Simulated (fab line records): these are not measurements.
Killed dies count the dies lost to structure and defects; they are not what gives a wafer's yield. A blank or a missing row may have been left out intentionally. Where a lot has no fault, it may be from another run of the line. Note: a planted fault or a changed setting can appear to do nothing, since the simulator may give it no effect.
Chamber matching | flow n5_finfet | N5_BEOL_M13_ETCH_68 on rie_diel-04: 4 sister chambers
The step etches SOC in N2/H2, time 355 s. 22 wafers are shown with their chamber, then 11 later ones without.

## WAFERS, EACH WITH ITS CHAMBER
wafer  | chamber | showerhead_plenum_p_Torr (Torr) | drypump_motor_current_A (A) | throttle_valve_pct (%)
L075.2 | 2       | 2.49                            | 5.7                         | 17.62
L075.4 | 3       | 2.50                            | 5.9                         | 18.04
L075.6 | 2       | 2.49                            | 5.7                         | 17.59
L077.1 | 2       | 2.49                            | 5.7                         | 17.61
L077.2 | 0       | 2.51                            | 5.6                         | 18.08
L077.5 | 1       | 2.64                            | 6.1                         | 17.73
L083.1 | 3       | 2.50                            | 5.9                         | 18.04
L083.2 | 0       | 2.51                            | 5.6                         | 18.11
L083.3 | 2       | 2.48                            | 5.7                         | 17.62
L082.2 | 3       | 2.50                            | 5.8                         | 18.04
L082.4 | 2       | 2.48                            | 5.7                         | 17.61
L082.6 | 3       | 2.50                            | 5.8                         | 18.05
L085.1 | 1       | 2.63                            | 6.1                         | 17.78
L085.3 | 0       | 2.50                            | 5.6                         | 18.11
L085.5 | 1       | 2.63                            | 6.1                         | 17.77
L087.1 | 1       | 2.63                            | 6.1                         | 17.77
L087.3 | 0       | 2.50                            | 5.6                         | 18.13
L087.6 | 0       | 2.50                            | 5.6                         | 18.14
L089.1 | 1       | 2.63                            | 6.1                         | 17.79
L089.5 | 1       | 2.63                            | 6.1                         | 17.79
L089.6 | 2       | 2.48                            | 5.7                         | 17.66
L088.1 | 3       | 2.50                            | 5.8                         | 17.62

SIGNATURES (means of the wafers above)
reading                  | chamber 0 | chamber 1 | chamber 2 | chamber 3 | scatter within a chamber
showerhead_plenum_p_Torr | 2.5040    | 2.6317    | 2.4850    | 2.5000    | 0.00443
drypump_motor_current_A  | 5.600     | 6.100     | 5.700     | 5.840     | 0.0258
throttle_valve_pct       | 18.1140   | 17.7717   | 17.6183   | 17.9580   | 0.0913
Rule: for a wafer and a chamber, the distance is found by dividing, reading by reading, the gap between the wafer's reading and the chamber's mean by the reading's scatter, squaring, summing and taking the root. If the next closest chamber is less than 2 further off than the closest, the wafer can't be placed; otherwise it belongs to the closest. The scatter: take each reading less its chamber's mean, square it, sum over the shown wafers, divide by the number of wafers less the number of chambers, and take the root.

## WAFERS MISSING THEIR CHAMBER
wafer  | showerhead_plenum_p_Torr (Torr) | drypump_motor_current_A (A) | throttle_valve_pct (%)
L088.4 | 2.50                            | 5.5                         | 17.68
L088.6 | 2.50                            | 5.6                         | 17.69
L091.2 | 2.47                            | 5.7                         | 17.67
L091.5 | 2.47                            | 5.7                         | 17.66
L091.6 | 2.49                            | 5.9                         | 17.62
L094.1 | 2.63                            | 6.1                         | 17.79
L094.5 | 2.49                            | 5.8                         | 17.63
L094.6 | 2.47                            | 5.7                         | 17.66
L097.1 | 2.49                            | 5.8                         | 17.63
L097.3 | 2.49                            | 5.6                         | 17.72
L097.5 | 2.49                            | 5.8                         | 17.62

## WHICH CHAMBER EACH WENT THROUGH
wafer  | from the rows above     | in truth
L088.4 | 0                       | 0
L088.6 | can't be placed: 0 or 2 | 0
L091.2 | 2                       | 2
L091.5 | 2                       | 2
L091.6 | 3                       | 3
L094.1 | 1                       | 1
L094.5 | can't be placed: 2 or 3 | 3
L094.6 | 2                       | 2
L097.1 | can't be placed: 2 or 3 | 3
L097.3 | can't be placed: 2 or 0 | 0
L097.5 | can't be placed: 2 or 3 | 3
6 of 11 placed correctly. Cannot be placed on the basis of these rows: 5; the candidates contain the true chamber in 5. Placed wrongly: 0.
